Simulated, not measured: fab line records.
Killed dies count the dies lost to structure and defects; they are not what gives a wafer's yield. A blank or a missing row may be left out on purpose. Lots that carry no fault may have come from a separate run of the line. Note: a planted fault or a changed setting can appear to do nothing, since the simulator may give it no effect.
fab line records + flow n5_finfet
record
- lots=4
- wafers=12
- last_day=18
route steps=1938 shown MOL_CONTACT_COAG@595 BEOL_M4@1111 PASSIVATION@1936
lots that met no fault: taken from a fault-free run of the same line
start_h: hours from the record's first day to the start of the lot's first wafer shown + wait_h: hours since the lot's step before + " unchanged from the row above + L1.1+2: one row covering several wafers at once + - no value, or no start was given + * or withheld: withheld + < > ~ a bound
route shown NAME@n: names a module that has steps shown in the file, with the first one's number in the route + usual: the fault-free wafers' mean and standard deviation + same: alike in all rows + chamber/n: place in a boat + sites: readings site by site + _std_site: the values' standard deviation + _edge_site: outer sites' mean less inner sites' + radius_mm: how far each site lies from the wafer's centre + mask NAME#n: copy n + behind: tool/chamber where the wafer was last shaped + hold: why the lot was held/for how many hours/how that ended + device: whichever transistor did not switch (one of n, p or np) + end of line: tests of these same wafers at the route's end + where a step has no rows: the recipe by itself + killed: not the wafer's yield, but the dies lost to structure and defects at the first sort + map: a wafer's dies, marking killed ones x, the rest . and places with no die _
set.NAME: the run value of the setting; set.NAME@STEP: its run value at that earlier step + model.NAME: the simulator's own value behind a step, which no gauge read
lots at some steps of the route; a table a step, a row a wafer
services: a tool's chamber out of use, with start hour (start_h, from the record's first day; less than 0 if before it), hours out, and reason
## steps
# step N5_MOL_CONTACT_COAG_COAT_64
# recipe
- resist=underlayer
- temp_c=205
- time_s=60
- spin_rpm=1500
- resist_thk_nm=10
# step N5_MOL_CONTACT_COAG_COAT_34
# recipe
- resist=CAR-EUV
- spin_rpm=1500
- resist_thk_nm=40
# step N5_MOL_CONTACT_COAG_EBR_36
# recipe
- solvent=PGMEA
- ebr_width_mm=1.5
# step N5_MOL_CONTACT_COAG_SOFTBAKE_35
# recipe
- temp_c=110
- time_s=60
- resist=CAR-EUV
# step N5_MOL_CONTACT_COAG_EXPOSE_37
# recipe
- mask_id=VD
- na=0.33
- source_shape=annular
- sigma_inner=0.3
- sigma_outer=0.7
- polarization=unpolarized
- defocus_nm=0
- dose_mj=62
# step N5_MOL_CONTACT_COAG_PEB_38
# recipe
- peb_temp_c=100
- peb_time_s=60
- resist=CAR-EUV
# step N5_MOL_CONTACT_COAG_DEVELOP_39
# recipe
- develop_time_s=30
- developer=TMAH
- resist=CAR-EUV
- rinse_liquid=surfactant_rinse
- dry=air_spin
- dev_temp_c=23
# step N5_MOL_CONTACT_COAG_DESCUM_45
# recipe
- chemistry=O2
- time_s=7
- source_power_w=50
- bias_power_w=20
- pressure_mtorr=20
- rf_frequency_hz=2.712e+07
- temp_c=40
- resist=CAR-EUV
- o2_flow_sccm=225
# step N5_MOL_CONTACT_COAG_ETCH_65
# recipe
- chemistry=N2/H2
- target=underlayer
- target_depth_a=130
- mask_material=CAR-EUV
- time_s=10.4
- ion_energy_ev=200
- pressure_mtorr=30
- source_w=840
- bias_w=150
- n2_flow_sccm=200
- h2_flow_sccm=200
- ends=cleared
# step N5_MOL_CONTACT_COAG_ETCH_66
# recipe
- chemistry=CF4
- target=SiARC
- target_depth_a=130
- mask_material=CAR-EUV
- time_s=21.7
- ion_energy_ev=80
- pressure_mtorr=40
- source_w=545
- bias_w=36
- Ar_flow_sccm=100
- cf4_flow_sccm=100
- ends=cleared
# usual
- bias_w=35.98/0.11
- cf4_flow_sccm=100.0/0.32
- drypump_motor_current_A=5.8/0.45
- etch_rf_on_time_s=21.60/0.29
- oes_product_au=0.67/0.072
- rf_vpp_V=184.1/1.2
- showerhead_plenum_p_Torr=2.14/0.067
- throttle_valve_pct=15.48/0.23
| lot.wafer | tool        | chamber | start_h | wait_h | bias_w | cf4_flow_sccm | drypump_motor_current_A | etch_rf_on_time_s | oes_product_au | rf_hours_counter_h | rf_vpp_V | showerhead_plenum_p_Torr | throttle_valve_pct | model.CAR-EUV_of_MOL_CONTACT_COAG_COAT_34.thk_nm |
|-----------|-------------|---------|---------|--------|--------|---------------|-------------------------|-------------------|----------------|--------------------|----------|--------------------------|--------------------|--------------------------------------------------|
| L770.2    | rie_diel-01 | 1       | 134.39  | 0.0    | 36.14  | 99.9          | 5.9                     | 21.32             | 0.79           | 15                 | 183.7    | 2.10                     | 15.32              | 17                                               |
| L770.4    | "           | 3       | "       | "      | 35.97  | 99.7          | 6.2                     | 21.48             | 0.76           | 31                 | 186.0    | 2.27                     | 15.22              | 17                                               |
| L770.6    | "           | 0       | "       | "      | 36.26  | 100.3         | 6.2                     | 21.75             | 0.59           | -                  | 185.1    | 2.19                     | 15.48              | 16.8                                             |
| L776.2    | rie_diel-01 | 2       | 172.31  | 0.0    | -      | -             | -                       | -                 | -              | -                  | -        | -                        | -                  | 24.4                                             |
| L776.4    | "           | 3       | "       | "      | -      | -             | -                       | -                 | -              | -                  | -        | -                        | -                  | 24.4                                             |
| L776.6    | "           | 2       | "       | "      | -      | -             | -                       | -                 | -              | -                  | -        | -                        | -                  | 24.4                                             |
| L775.1    | rie_diel-03 | 1       | 172.99  | 0.0    | -      | -             | -                       | -                 | -              | -                  | -        | -                        | -                  | 24.6                                             |
| L775.2    | "           | 3       | "       | "      | -      | -             | -                       | -                 | -              | -                  | -        | -                        | -                  | 24.4                                             |
| L775.5    | "           | 3       | "       | "      | -      | -             | -                       | -                 | -              | -                  | -        | -                        | -                  | 24.6                                             |
| L787.2    | rie_diel-02 | 2       | 234.06  | 0.0    | 36.04  | 100.5         | 5.6                     | 21.68             | 0.77           | 32                 | 184.3    | 2.18                     | 15.78              | 16.8                                             |
| L787.4    | "           | 0       | "       | "      | 36.10  | 100.1         | 5.5                     | 21.68             | 0.67           | 125                | 185.2    | 2.15                     | 15.24              | 16.8                                             |
| L787.6    | "           | 1       | "       | "      | 35.97  | 99.5          | 4.8                     | 21.77             | 0.57           | -                  | 182.7    | 2.03                     | 15.62              | 16.8                                             |
# step N5_MOL_CONTACT_COAG_ALD_133
# recipe
- material=SiO2
- target_thk_a=50
- temp_c=100
- ald_precursor_family=BDEAS
- ald_co_reactant=O2-plasma
- pulse_time_s=1
- co_reactant_pulse_time_s=1
- purge_time_s=2
- co_reactant_purge_time_s=2
- ald_cycles=35
- pressure_torr=2
# step N5_MOL_CONTACT_COAG_ETCHBACK_134
# recipe
- chemistry=CHF3
- target=SiO2
- target_depth_a=100
- time_s=6.7
- ion_energy_ev=200
- pressure_mtorr=30
- source_w=610
- bias_w=170
- Ar_flow_sccm=200
- CHF3_flow_sccm=50
# usual
- CHF3_flow_sccm=50.01/0.14
- drypump_motor_current_A=5.7/0.44
- oes_product_au=0.81/0.089
- rf_vpp_V=521/5.5
- showerhead_plenum_p_Torr=2.38/0.072
- throttle_valve_pct=18.57/0.23
| lot.wafer | tool        | chamber | start_h | wait_h | CHF3_flow_sccm | drypump_motor_current_A | oes_product_au | rf_hours_counter_h | rf_vpp_V | showerhead_plenum_p_Torr | throttle_valve_pct | model.CAR-EUV_of_MOL_CONTACT_COAG_COAT_34.thk_nm |
|-----------|-------------|---------|---------|--------|----------------|-------------------------|----------------|--------------------|----------|--------------------------|--------------------|--------------------------------------------------|
| L770.2    | rie_diel-01 | 2       | 135.03  | 0.1    | 49.87          | 5.6                     | 0.77           | 158                | 514      | 2.38                     | 18.42              | 15.6                                             |
| L770.4    | "           | 3       | "       | "      | 49.98          | 6.2                     | 0.88           | 31                 | 527      | 2.52                     | 18.35              | 15.6                                             |
| L770.6    | "           | 3       | "       | "      | 49.99          | 6.2                     | 0.88           | -                  | 529      | 2.52                     | 18.35              | 15.4                                             |
| L776.2    | rie_diel-02 | 3       | 172.64  | 0.2    | 50.04          | 5.9                     | 0.30           | 91                 | 527      | 2.41                     | 18.67              | 23                                               |
| L776.4    | "           | 2       | "       | "      | 49.77          | 5.6                     | 0.36           | 12                 | 518      | 2.43                     | 18.79              | 23                                               |
| L776.6    | "           | 1       | "       | "      | 50.10          | 4.8                     | 0.26           | -                  | 520      | 2.26                     | 18.57              | 22.8                                             |
| L775.1    | rie_diel-02 | 2       | 173.44  | 0.3    | 50.04          | 5.6                     | 0.35           | 13                 | 519      | 2.43                     | 18.79              | 23.2                                             |
| L775.2    | "           | 0       | "       | "      | 49.92          | 5.5                     | 0.29           | 105                | 520      | 2.40                     | 18.23              | 23                                               |
| L775.5    | "           | 1       | "       | "      | 50.04          | 4.8                     | 0.25           | -                  | 521      | 2.26                     | 18.57              | 23                                               |
| L787.2    | rie_diel-02 | 2       | 234.31  | 0.1    | 49.98          | 5.6                     | 0.89           | 32                 | 519      | 2.42                     | 18.92              | 15.4                                             |
| L787.4    | "           | 3       | "       | "      | 50.07          | 5.9                     | 0.78           | 111                | 528      | 2.40                     | 18.79              | 15.4                                             |
| L787.6    | "           | 2       | "       | "      | 49.99          | 5.6                     | 0.90           | -                  | 518      | 2.42                     | 18.91              | 15.4                                             |
# step N5_MOL_CONTACT_COAG_ETCH_67
# recipe
- chemistry=N2/H2
- target=SOC
- target_depth_a=600
- overetch_a=210
- mask_material=SiARC
- temp_c=40
- time_s=101.2
- ion_energy_ev=200
- pressure_mtorr=30
- source_w=840
- bias_w=150
- n2_flow_sccm=200
- h2_flow_sccm=200
# usual
- bias_w=150.1/0.44
- chamber_pressure_mTorr=30.002/0.029
- drypump_motor_current_A=5.7/0.45
- oes_product_au=0.67/0.073
- rf_vpp_V=523.8/2.3
- showerhead_plenum_p_Torr=2.54/0.08
- temp_c=40.01/0.11
- throttle_valve_pct=17.69/0.21
| lot.wafer | tool        | chamber | start_h | wait_h | bias_w | chamber_pressure_mTorr | drypump_motor_current_A | oes_product_au | rf_hours_counter_h | rf_vpp_V | showerhead_plenum_p_Torr | temp_c | throttle_valve_pct |
|-----------|-------------|---------|---------|--------|--------|------------------------|-------------------------|----------------|--------------------|----------|--------------------------|--------|--------------------|
| L770.2    | rie_diel-01 | 2       | 135.06  | 0.0    | 149.3  | 30.005                 | 5.6                     | 0.64           | 158                | 524.3    | 2.54                     | 40.08  | 17.54              |
| L770.4    | "           | 3       | "       | "      | 149.8  | 30.074                 | 6.1                     | 0.74           | 31                 | 530.5    | 2.70                     | 39.94  | 17.48              |
| L770.6    | "           | 3       | "       | "      | 150.2  | 29.993                 | 6.2                     | 0.74           | -                  | 527.4    | 2.70                     | 39.96  | 17.49              |
| L776.2    | rie_diel-02 | 3       | 172.67  | 0.0    | 149.8  | 29.949                 | 5.8                     | 0.30           | 91                 | 525.3    | 2.57                     | 40.08  | 17.73              |
| L776.4    | "           | 2       | "       | "      | 149.9  | 29.991                 | 5.6                     | 0.36           | 12                 | 526.7    | 2.60                     | 39.92  | 17.83              |
| L776.6    | "           | 1       | "       | "      | 150.2  | 30.020                 | 4.8                     | 0.26           | -                  | 521.6    | 2.41                     | 40.14  | 17.80              |
| L775.1    | rie_diel-02 | 2       | 173.48  | 0.0    | 150.3  | 30.037                 | 5.7                     | 0.35           | 13                 | 525.4    | 2.60                     | 39.99  | 17.86              |
| L775.2    | "           | 0       | "       | "      | 150.4  | 29.996                 | 5.5                     | 0.30           | 105                | 523.6    | 2.56                     | 39.88  | 17.44              |
| L775.5    | "           | 1       | "       | "      | 149.9  | 29.917                 | 4.8                     | 0.26           | -                  | 521.1    | 2.41                     | 39.85  | 17.79              |
| L787.2    | rie_diel-02 | 2       | 234.35  | 0.0    | 150.4  | 29.966                 | 5.6                     | 0.75           | 32                 | 524.9    | 2.59                     | 39.91  | 17.92              |
| L787.4    | "           | 3       | "       | "      | 150.4  | 30.027                 | 5.8                     | 0.66           | 111                | 524.4    | 2.56                     | 40.04  | 17.80              |
| L787.6    | "           | 2       | "       | "      | 150.5  | 30.034                 | 5.6                     | 0.75           | -                  | 526.1    | 2.59                     | 39.91  | 17.93              |
# step N5_MOL_CONTACT_COAG_STRIP_68
# recipe
- chemistry=N2/H2
- temp_c=40
- n2_flow_sccm=200
- h2_flow_sccm=200
- rf_frequency_hz=6e+07
# step N5_MOL_CONTACT_COAG_STRIP_69
# recipe
- chemistry=N2/H2
- temp_c=40
- n2_flow_sccm=200
- h2_flow_sccm=200
- rf_frequency_hz=6e+07
# step N5_MOL_CONTACT_COAG_ETCHBACK_136
# recipe
- chemistry=CHF3
- target=SiO2
- target_depth_a=250
- time_s=16.7
- ion_energy_ev=200
- pressure_mtorr=30
- source_w=610
- bias_w=170
- Ar_flow_sccm=200
- CHF3_flow_sccm=50
# step N5_MOL_CONTACT_COAG_STRIP_120
# recipe
- chemistry=CHF3
- resist=SiARC
- rf_frequency_hz=6e+07
# step N5_MOL_CONTACT_COAG_VIA_ETCH_117
# recipe
- chemistry=C4F6/O2
- target_depth_a=400
- overetch_a=80
- mask_material=SOC
- target=SiO2
- bias_w=455
- pressure_mtorr=10
- time_s=26
- source_w=325
- Ar_flow_sccm=300
- C4F6_flow_sccm=10
- O2_flow_sccm=10
- ion_energy_ev=575.3
- ends=end_point
# step N5_MOL_CONTACT_COAG_ETCH_124
# recipe
- chemistry=CH3F/O2
- target=SiNx
- target_depth_a=65
- mask_material=SOC
- stop_on=SiOC
- over_etch_frac=0.3
- ion_energy_ev=120
- pressure_mtorr=30
- source_w=395
- bias_w=73
- Ar_flow_sccm=150
- CH3F_flow_sccm=30
- O2_flow_sccm=20
- ends=end_point
# step N5_MOL_CONTACT_COAG_ETCH_48
# recipe
- chemistry=C4F6/O2
- target_depth_a=150
- overetch_a=45
- mask_material=SOC
- target=SiOC
- bias_w=465
- pressure_mtorr=10
- time_s=17
- source_w=335
- Ar_flow_sccm=300
- C4F6_flow_sccm=10
- O2_flow_sccm=10
- ion_energy_ev=576
# step N5_MOL_CONTACT_COAG_STRIP_72
# recipe
- chemistry=N2/H2
- power_w=450
- temp_c=40
- pressure_mtorr=20
- rf_frequency_hz=6e+07
- overash_fraction=3
- bias_power_w=7
- h2_frac=0.5
- n2_flow_sccm=200
- h2_flow_sccm=200
# step N5_MOL_CONTACT_COAG_STRIP_49
# recipe
- chemistry=N2/H2
- time_s=30
- power_w=1000
- temp_c=250
- pressure_mtorr=withheld
- n2_flow_sccm=1750
- h2_flow_sccm=3250
# step N5_MOL_CONTACT_COAG_PRECLEAN_138
# recipe
- chemistry=alkaline_clean
- temp_c=60
- time_s=60
- do_ppb=50
# step N5_MOL_CONTACT_COAG_SRD_139
# recipe
- dry=ipa_marangoni
- time_s=30
- temp_c=23
- rinse_liquid=diw
# step N5_MOL_CONTACT_COAG_CD_MEAS_101
# recipe
- target_cd_nm=16
# usual
- cd_nm=15.9/0.3
| lot.wafer | tool      | chamber | start_h | wait_h | cd_nm |
|-----------|-----------|---------|---------|--------|-------|
| L770.2    | cd_sem-01 | -       | 135.54  | 0.0    | 15.9  |
| L770.4    | "         | -       | "       | "      | 16.2  |
| L770.6    | "         | -       | "       | "      | 15.8  |
| L776.2    | cd_sem-02 | -       | 173.17  | 0.0    | -     |
| L776.4    | "         | -       | "       | "      | -     |
| L776.6    | "         | -       | "       | "      | -     |
| L775.1    | cd_sem-03 | -       | 173.95  | 0.0    | -     |
| L775.2    | "         | -       | "       | "      | -     |
| L775.5    | "         | -       | "       | "      | -     |
| L787.2    | cd_sem-01 | -       | 234.83  | 0.0    | 16.0  |
| L787.4    | "         | -       | "       | "      | 15.9  |
| L787.6    | "         | -       | "       | "      | 16.0  |
# step N5_MOL_CONTACT_COAG_PRE_CLEAN_121
# recipe
- gas=H2/He
- time_s=*
- temp_c=withheld
# step N5_BEOL_M4_RC_MEAS_101
# usual
- DIBL_N=36.4/1.2
- DIBL_P=36.1/1.6
- IOFF_N=0.156/0.024
- IOFF_P=0.21/0.031
- ION_N=674/11
- ION_P=463/6.9
- SS_N=71.5/0.5
- SS_P=73.2/0.55
- VT_N=250.0/2.9
- VT_P=-250/3.6
| lot.wafer | tool      | chamber | start_h | wait_h | DIBL_N[mV/V] | DIBL_P[mV/V] | IOFF_N[nA/um] | IOFF_P[nA/um] | ION_N[uA/um] | ION_P[uA/um] | SS_N[mV/dec] | SS_P[mV/dec] | VT_N[mV] | VT_P[mV] |
|-----------|-----------|---------|---------|--------|--------------|--------------|---------------|---------------|--------------|--------------|--------------|--------------|----------|----------|
| L770.2    | prober-01 | 0       | 192.11  | 0.2    | 36.2         | 34.4         | 0.161         | 0.24          | 667          | 470          | 72.6         | 73.3         | 249.5    | -246     |
| L770.4    | "         | 0       | "       | "      | 35.2         | 32.9         | 0.143         | 0.23          | 665          | 463          | 70.9         | 73.5         | 252.3    | -247     |
| L770.6    | "         | 0       | "       | "      | 36.8         | 34.7         | 0.175         | 0.25          | 685          | 469          | 70.6         | 74.1         | 245.7    | -244     |
| L787.2    | prober-01 | 0       | 314.90  | 0.2    | 37.0         | 36.9         | 0.183         | 0.20          | 695          | 463          | 72.7         | 73.8         | 246.0    | -251     |
| L787.4    | "         | 0       | "       | "      | 36.7         | 36.2         | 0.167         | 0.18          | 680          | 458          | 71.1         | 73.9         | 249.4    | -254     |
| L787.6    | "         | 0       | "       | "      | 35.6         | 35.2         | 0.154         | 0.17          | 679          | 457          | 72.1         | 73.0         | 247.6    | -254     |
# step N5_PASSIVATION_PROBE_49
# usual
- defect_limited_yield=91.4/1.5
- killed_at_M0_to_M3=31/11
- killed_at_M4_up=13/5.5
- killed_at_contacts=13/6.3
- killed_at_front_end=40/13
- killed_at_other=3.3/2.6
- killed_dies=101/18
- killed_on_rim=13/4
- killed_open=67/13
- killed_short=33/7.9
- sort_bin_5_function=5.1/1
- sort_bin_6_memory=3.2/0.68
- sort_n_pass=1079/18
- sort_yield_pct=91.4/1.5
# same
- gross_dies=1180
- killed_at_back_side=0
- sort_bin_4_leakage[%]=0
- sort_bin_8_speed[%]=0
| lot.wafer | tool      | chamber | start_h | wait_h | defect_limited_yield[%] | killed_at_M0_to_M3 | killed_at_M4_up | killed_at_contacts | killed_at_front_end | killed_at_other | killed_dies | killed_on_rim | killed_open | killed_short | sort_bin_5_function[%] | sort_bin_6_memory[%] | sort_n_pass | sort_yield_pct[%] |
|-----------|-----------|---------|---------|--------|-------------------------|--------------------|-----------------|--------------------|---------------------|-----------------|-------------|---------------|-------------|--------------|------------------------|----------------------|-------------|-------------------|
| L775.1    | prober-01 | -       | 331.20  | 0.0    | 0                       | 47                 | 6               | 1081               | 39                  | 7               | 1180        | 152           | 81          | 41           | 95.9                   | 3.6                  | 0           | 0                 |
| L775.2    | prober-01 | -       | 331.25  | 0.1    | 0                       | 47                 | 9               | 1089               | 30                  | 5               | 1180        | 152           | 70          | 40           | 96.7                   | 2.9                  | 0           | 0                 |
| L775.5    | prober-01 | -       | 331.40  | 0.2    | 0                       | 44                 | 11              | 1096               | 18                  | 11              | 1180        | 152           | 70          | 33           | 96.6                   | 2.7                  | 0           | 0                 |
| L776.2    | prober-02 | -       | 333.43  | 0.1    | 0                       | 19                 | 7               | 1117               | 34                  | 3               | 1180        | 152           | 43          | 32           | 97.6                   | 2.2                  | 0           | 0                 |
| L776.4    | prober-02 | -       | 333.53  | 0.2    | 0                       | 42                 | 16              | 1073               | 43                  | 6               | 1180        | 152           | 85          | 40           | 95.8                   | 3.8                  | 0           | 0                 |
| L776.6    | prober-02 | -       | 333.63  | 0.3    | 0                       | 15                 | 10              | 1125               | 26                  | 4               | 1180        | 152           | 48          | 25           | 97.5                   | 2.2                  | 0           | 0                 |
# killed by level:class
L775.1 MOL_CONTACT_COAG:area_etch=1058 MOL_CONTACT_COAG:geometric_particle:open=18 DUMMY_GATE:geometric_particle:open=11 BEOL_M1:geometric_particle:open=10 BEOL_M0_SAQP:geometric_particle:open=10 BEOL_M0_SAQP:geometric_particle:short=10 BEOL_M2:geometric_particle:open=7 DUMMY_GATE:geometric_particle:short=5
L775.2 MOL_CONTACT_COAG:area_etch=1070 BEOL_M0_SAQP:geometric_particle:open=17 MOL_CONTACT_COAG:geometric_particle:open=14 BEOL_M0_SAQP:geometric_particle:short=14 BEOL_M2:geometric_particle:open=8 DUMMY_GATE:geometric_particle:open=5 MOL_CONTACT_COAG:geometric_particle:short=5 STARTING-WAFER:geometric_particle:short=4
L775.5 MOL_CONTACT_COAG:area_etch=1077 MOL_CONTACT_COAG:geometric_particle:open=15 BEOL_M2:geometric_particle:open=12 BEOL_M0_SAQP:geometric_particle:short=9 BEOL_M4:geometric_particle:open=9 BEOL_M0_SAQP:geometric_particle:open=8 BEOL_M1:geometric_particle:open=6 MOL_CONTACT_COAG:geometric_particle:short=4
L776.2 MOL_CONTACT_COAG:area_etch=1105 FIN_SAQP:geometric_particle:short=11 MOL_CONTACT_COAG:geometric_particle:open=11 STI_FIN_REVEAL:geometric_particle:open=9 GATE_CUT:geometric_particle:short=6 BEOL_M0_SAQP:geometric_particle:short=5 BEOL_M2:geometric_particle:open=4 FIN_SAQP:geometric_particle:open=3
L776.4 MOL_CONTACT_COAG:area_etch=1055 MOL_CONTACT_COAG:geometric_particle:open=17 FIN_SAQP:geometric_particle:open=15 FIN_SAQP:geometric_particle:short=11 BEOL_M0_SAQP:geometric_particle:short=11 BEOL_M0_SAQP:geometric_particle:open=11 BEOL_M3:geometric_particle:open=8 BEOL_M5:geometric_particle:open=6
L776.6 MOL_CONTACT_COAG:area_etch=1107 MOL_CONTACT_COAG:geometric_particle:open=17 FIN_SAQP:geometric_particle:short=7 STI_FIN_REVEAL:geometric_particle:open=4 FIN_SAQP:geometric_particle:open=3 BEOL_M3:geometric_particle:open=3 BEOL_M0:geometric_particle:open=3 BEOL_M2:geometric_particle:open=3
# map L775.1 (x killed, . not)
_________________xxxxxxxxxxxx________________
______________xxxxxxxxxxxxxxxxxx_____________
___________xxxxxxxxxxxxxxxxxxxxxxxx__________
__________xxxxxxxxxxxxxxxxxxxxxxxxxx_________
________xxxxxxxxxxxxxxxxxxxxxxxxxxxxxx_______
_______xxxxxxxxxxxxxxxxxxxxxxxxxxxxxxxx______
______xxxxxxxxxxxxxxxxxxxxxxxxxxxxxxxxxx_____
_____xxxxxxxxxxxxxxxxxxxxxxxxxxxxxxxxxxxx____
____xxxxxxxxxxxxxxxxxxxxxxxxxxxxxxxxxxxxxx___
___xxxxxxxxxxxxxxxxxxxxxxxxxxxxxxxxxxxxxxxx__
___xxxxxxxxxxxxxxxxxxxxxxxxxxxxxxxxxxxxxxxx__
__xxxxxxxxxxxxxxxxxxxxxxxxxxxxxxxxxxxxxxxxxx_
__xxxxxxxxxxxxxxxxxxxxxxxxxxxxxxxxxxxxxxxxxx_
_xxxxxxxxxxxxxxxxxxxxxxxxxxxxxxxxxxxxxxxxxxxx
_xxxxxxxxxxxxxxxxxxxxxxxxxxxxxxxxxxxxxxxxxxxx
_xxxxxxxxxxxxxxxxxxxxxxxxxxxxxxxxxxxxxxxxxxxx
_xxxxxxxxxxxxxxxxxxxxxxxxxxxxxxxxxxxxxxxxxxxx
_xxxxxxxxxxxxxxxxxxxxxxxxxxxxxxxxxxxxxxxxxxxx
_xxxxxxxxxxxxxxxxxxxxxxxxxxxxxxxxxxxxxxxxxxxx
_xxxxxxxxxxxxxxxxxxxxxxxxxxxxxxxxxxxxxxxxxxxx
_xxxxxxxxxxxxxxxxxxxxxxxxxxxxxxxxxxxxxxxxxxxx
__xxxxxxxxxxxxxxxxxxxxxxxxxxxxxxxxxxxxxxxxxx_
__xxxxxxxxxxxxxxxxxxxxxxxxxxxxxxxxxxxxxxxxxx_
___xxxxxxxxxxxxxxxxxxxxxxxxxxxxxxxxxxxxxxxx__
___xxxxxxxxxxxxxxxxxxxxxxxxxxxxxxxxxxxxxxxx__
____xxxxxxxxxxxxxxxxxxxxxxxxxxxxxxxxxxxxxx___
_____xxxxxxxxxxxxxxxxxxxxxxxxxxxxxxxxxxxx____
______xxxxxxxxxxxxxxxxxxxxxxxxxxxxxxxxxx_____
_______xxxxxxxxxxxxxxxxxxxxxxxxxxxxxxxx______
________xxxxxxxxxxxxxxxxxxxxxxxxxxxxxx_______
__________xxxxxxxxxxxxxxxxxxxxxxxxxx_________
___________xxxxxxxxxxxxxxxxxxxxxxxx__________
______________xxxxxxxxxxxxxxxxxx_____________
_________________xxxxxxxxxxxx________________
# map L776.2 (x killed, . not)
_________________xxxxxxxxxxxx________________
______________xxxxxxxxxxxxxxxxxx_____________
___________xxxxxxxxxxxxxxxxxxxxxxxx__________
__________xxxxxxxxxxxxxxxxxxxxxxxxxx_________
________xxxxxxxxxxxxxxxxxxxxxxxxxxxxxx_______
_______xxxxxxxxxxxxxxxxxxxxxxxxxxxxxxxx______
______xxxxxxxxxxxxxxxxxxxxxxxxxxxxxxxxxx_____
_____xxxxxxxxxxxxxxxxxxxxxxxxxxxxxxxxxxxx____
____xxxxxxxxxxxxxxxxxxxxxxxxxxxxxxxxxxxxxx___
___xxxxxxxxxxxxxxxxxxxxxxxxxxxxxxxxxxxxxxxx__
___xxxxxxxxxxxxxxxxxxxxxxxxxxxxxxxxxxxxxxxx__
__xxxxxxxxxxxxxxxxxxxxxxxxxxxxxxxxxxxxxxxxxx_
__xxxxxxxxxxxxxxxxxxxxxxxxxxxxxxxxxxxxxxxxxx_
_xxxxxxxxxxxxxxxxxxxxxxxxxxxxxxxxxxxxxxxxxxxx
_xxxxxxxxxxxxxxxxxxxxxxxxxxxxxxxxxxxxxxxxxxxx
_xxxxxxxxxxxxxxxxxxxxxxxxxxxxxxxxxxxxxxxxxxxx
_xxxxxxxxxxxxxxxxxxxxxxxxxxxxxxxxxxxxxxxxxxxx
_xxxxxxxxxxxxxxxxxxxxxxxxxxxxxxxxxxxxxxxxxxxx
_xxxxxxxxxxxxxxxxxxxxxxxxxxxxxxxxxxxxxxxxxxxx
_xxxxxxxxxxxxxxxxxxxxxxxxxxxxxxxxxxxxxxxxxxxx
_xxxxxxxxxxxxxxxxxxxxxxxxxxxxxxxxxxxxxxxxxxxx
__xxxxxxxxxxxxxxxxxxxxxxxxxxxxxxxxxxxxxxxxxx_
__xxxxxxxxxxxxxxxxxxxxxxxxxxxxxxxxxxxxxxxxxx_
___xxxxxxxxxxxxxxxxxxxxxxxxxxxxxxxxxxxxxxxx__
___xxxxxxxxxxxxxxxxxxxxxxxxxxxxxxxxxxxxxxxx__
____xxxxxxxxxxxxxxxxxxxxxxxxxxxxxxxxxxxxxx___
_____xxxxxxxxxxxxxxxxxxxxxxxxxxxxxxxxxxxx____
______xxxxxxxxxxxxxxxxxxxxxxxxxxxxxxxxxx_____
_______xxxxxxxxxxxxxxxxxxxxxxxxxxxxxxxx______
________xxxxxxxxxxxxxxxxxxxxxxxxxxxxxx_______
__________xxxxxxxxxxxxxxxxxxxxxxxxxx_________
___________xxxxxxxxxxxxxxxxxxxxxxxx__________
______________xxxxxxxxxxxxxxxxxx_____________
_________________xxxxxxxxxxxx________________
## services
| tool        | chamber | start_h | hours | kind                          |
|-------------|---------|---------|-------|-------------------------------|
| rie_diel-01 | 1       | 121.69  | 7.3   | repair                        |
| rie_diel-01 | 0       | 144.08  | -     | clean                         |
| rie_diel-01 | 0       | 144.08  | -     | consumable_replace:focus_ring |
| rie_diel-01 | 0       | 144.08  | 27.9  | scheduled_down                |
| rie_diel-01 | 0       | 144.08  | 27.9  | vent_cycle                    |
| rie_diel-02 | 3       | 152.96  | 1.8   | repair                        |
| rie_diel-03 | 0       | 165.62  | 14.4  | repair                        |
| rie_diel-01 | 1       | 172.82  | 7.6   | repair                        |
| rie_diel-02 | 0       | 174.77  | 2.9   | repair                        |
| rie_diel-03 | 0       | 180.07  | -     | clean                         |
| rie_diel-03 | 0       | 180.07  | -     | consumable_replace:focus_ring |
| rie_diel-03 | 0       | 180.07  | 19.5  | scheduled_down                |
| rie_diel-03 | 0       | 180.07  | 19.5  | vent_cycle                    |
| rie_diel-03 | 3       | 199.55  | -     | clean                         |
| rie_diel-03 | 3       | 199.55  | -     | consumable_replace:focus_ring |
| rie_diel-03 | 3       | 199.55  | 31.3  | scheduled_down                |
| rie_diel-03 | 3       | 199.55  | 31.3  | vent_cycle                    |
| rie_diel-01 | 3       | 225.93  | 4.2   | repair                        |
## key
first_sign
- step=N5_MOL_CONTACT_COAG_ETCH_66
- reading=tool_record
- direction=missing
effect
- step=N5_MOL_CONTACT_COAG_ETCHBACK_134
- reading=oes_product_au
- direction=down
- sigmas=5.7
- usual=0.81
- struck=0.30
effect
- step=N5_MOL_CONTACT_COAG_ETCH_67
- reading=oes_product_au
- direction=down
- sigmas=5.1
- usual=0.67
- struck=0.30
effect
- step=N5_MOL_CONTACT_COAG_CD_MEAS_101
- reading=cd_nm
- direction=missing
effect
- step=N5_PASSIVATION_PROBE_49
- reading=killed_at_contacts
- direction=up
- sigmas=99+
- usual=13
- struck=1097
model_effect
- step=N5_MOL_CONTACT_COAG_ETCH_66
- value=CAR-EUV_of_MOL_CONTACT_COAG_COAT_34.thk_nm
- without=16.77
- struck=24.47
model_effect
- step=N5_MOL_CONTACT_COAG_ETCHBACK_134
- value=CAR-EUV_of_MOL_CONTACT_COAG_COAT_34.thk_nm
- without=15.37
- struck=23
more_kills_born_at
- N5_MOL_CONTACT_COAG_ETCH_66@rie_diel-01=3266
- N5_MOL_CONTACT_COAG_ETCH_66@rie_diel-03=3203
met_at N5_MOL_CONTACT_COAG_ETCH_66
struck_wafers L775.1,L775.2,L775.5,L776.2,L776.4,L776.6
later_rows_left_out L775.1,L775.2,L775.5,L776.2,L776.4,L776.6
onset_between 134.39 172.31
fault
- kind=skipped_step_whole
- tool=rie_diel-01,rie_diel-03
- chamber=-
- onset_h=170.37
- steps=N5_MOL_CONTACT_COAG_ETCH_66
- scope=struck_lots_only
# later_rows_left_out: the simulator's readings of these wafers behind a module that went badly wrong aren't trusted and aren't shown, but for the sort
